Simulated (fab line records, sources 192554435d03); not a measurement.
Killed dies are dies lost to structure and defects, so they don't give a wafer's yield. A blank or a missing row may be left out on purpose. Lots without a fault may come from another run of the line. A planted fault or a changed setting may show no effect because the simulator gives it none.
Which tool did it? | flow n5_finfet | 9 lots, 25 wafers sampled, at 2 steps of a route of 1938

WHAT THE GAUGES READ, wafer by wafer
N5_BEOL_M4_RC_MEAS_101. Usual: DIBL_N 36.6 mV/V, standard deviation 2.1; DIBL_P 36.3 mV/V, standard deviation 2.2; IOFF_N 0.16 nA/um, standard deviation 0.036; IOFF_P 0.21 nA/um, standard deviation 0.038; ION_N 671 uA/um, standard deviation 12; ION_P 460 uA/um, standard deviation 7.5; SS_N 71.8 mV/dec, standard deviation 0.72; SS_P 73.3 mV/dec, standard deviation 0.72; VT_N 250 mV, standard deviation 3.2; VT_P -250 mV, standard deviation 3.5.
lot  | measured     | on        | DIBL_N (mV/V)  | DIBL_P (mV/V)  | IOFF_N (nA/um) | IOFF_P (nA/um) | ION_N (uA/um) | ION_P (uA/um) | SS_N (mV/dec)  | SS_P (mV/dec)  | VT_N (mV)   | VT_P (mV)      | flag
L119 | day 7 18:29  | prober-02 | 40.1 35.0 37.9 | 39.8 35.4 38.1 | 0.20 0.12 0.16 | 0.21 0.16 0.19 | 675 655 669   | 456 453 456   | 72.6 71.2 71.4 | 73.9 72.8 73.9 | 248 253 252 | -254 -257 -257 |
L123 | day 8 17:33  | prober-01 | 39.1 34.7 33.8 | 39.6 33.7 33.0 | 0.20 0.13 0.11 | 0.25 0.17 0.15 | 683 654 656   | 458 451 454   | 72.3 71.3 70.9 | 74.0 72.3 72.3 | 249 252 252 | -247 -252 -255 |
L124 | day 9 00:05  | prober-01 | 37.5 38.7 39.7 | 36.5 37.5 39.3 | 0.18 0.21 0.24 | 0.23 0.27 0.32 | 673 697 686   | 463 474 464   | 71.3 72.4 72.7 | 73.2 73.8 74.3 | 247 246 242 | -248 -245 -242 |
L128 | day 10 02:48 | prober-02 | 34.4 35.4 32.6 | 35.1 35.9 33.4 | 0.13 0.15 0.11 | 0.19 0.21 0.16 | 663 678 666   | 456 470 461   | 70.9 71.0 70.7 | 72.4 73.1 72.5 | 252 249 252 | -252 -249 -252 |
L129 | day 10 07:31 | prober-01 | 32.1 36.3 36.9 | 31.7 35.6 36.6 | 0.12 0.18 0.18 | 0.17 0.24 0.25 | 668 686 673   | 470 471 465   | 69.9 72.0 72.1 | 72.2 73.1 73.4 | 253 248 248 | -250 -247 -246 |
L132 | day 11 02:44 | prober-01 | 40.5 42.0 40.0 | 39.9 42.1 37.6 | 0.23 0.27 0.20 | 0.26 0.30 0.21 | 696 694 666   | 469 470 452   | 72.1 73.8 73.2 | 74.7 74.8 73.8 | 244 246 249 | -249 -244 -251 |
L135 | day 12 03:55 | prober-01 | 34.9 40.3      | 32.9 40.3      | 0.12 0.23      | 0.14 0.26      | 655 696       | 446 465       | 71.3 72.1      | 72.5 75.3      | 257 245     | -259 -249      |
L138 | day 12 15:58 | prober-01 | 36.6           | 35.5           | 0.13           | 0.16           | 653           | 443           | 71.6           | 73.5           | 254         | -257           |
L139 | day 12 19:21 | prober-02 | 37.9 35.5      | 37.7 35.2      | 0.18 0.14      | 0.22 0.19      | 672 667       | 451 457       | 71.8 71.7      | 73.7 72.5      | 250 254     | -253 -254      |

WHICH TOOL RAN EACH LOT (tool, then ch and the chambers of the sampled wafers, then the start)
lot  | N5_BEOL_M0_SAQP_HM_DEP_02
L119 | pvd_sputter-03, day 5 15:26
L123 | pvd_sputter-03, day 6 14:14
L124 | pvd_sputter-03, day 6 15:08
L128 | pvd_sputter-03, day 7 19:31
L129 | pvd_sputter-03, day 7 23:13
L132 | pvd_sputter-01, day 8 20:02
L135 | pvd_sputter-02, day 9 15:22
L138 | pvd_sputter-03, day 10 06:51
L139 | pvd_sputter-03, day 10 10:13
- N5_BEOL_M0_SAQP_HM_DEP_02: deposits TiN, target thk 12 nm.

WHAT THE TOOLS THEMSELVES READ (means of the sampled wafers that have a number; where no wafer has one, the mark that the record gives instead)
N5_BEOL_M0_SAQP_HM_DEP_02. Usual: throttle_valve_pct 29.9 %, standard deviation 0.99.
lot  | tool           | throttle_valve_pct (%) | flag
L119 | pvd_sputter-03 | 30.0                   |
L123 | pvd_sputter-03 | 30.3                   |
L124 | pvd_sputter-03 | 29.8                   |
L128 | pvd_sputter-03 | 30.5                   |
L129 | pvd_sputter-03 | 30.1                   |
L132 | pvd_sputter-01 | 30.8                   |
L135 | pvd_sputter-02 | 29.8                   |
L138 | pvd_sputter-03 | 29.9                   |
L139 | pvd_sputter-03 | 30.3                   |

THE ANSWER, worked out from the rows above alone
Rule: a lot is off if the mean of its wafers that have a number lies more than 3 standard deviations from the usual mean. A lot without any number at a reading at which 4 lots or more have one is off too. The other lots that the step has rows for count as sound. The gauges are gone through in route order, then the tools' own readings, and for those a lot's mean is taken as printed above. The first step at which some lot is off is used, and at that step the reading that is off furthest; a lot without a number counts as furthest.
No lot is off at any reading shown: from this, nothing can be told.

WHAT THE SIMULATOR HAD PUT IN
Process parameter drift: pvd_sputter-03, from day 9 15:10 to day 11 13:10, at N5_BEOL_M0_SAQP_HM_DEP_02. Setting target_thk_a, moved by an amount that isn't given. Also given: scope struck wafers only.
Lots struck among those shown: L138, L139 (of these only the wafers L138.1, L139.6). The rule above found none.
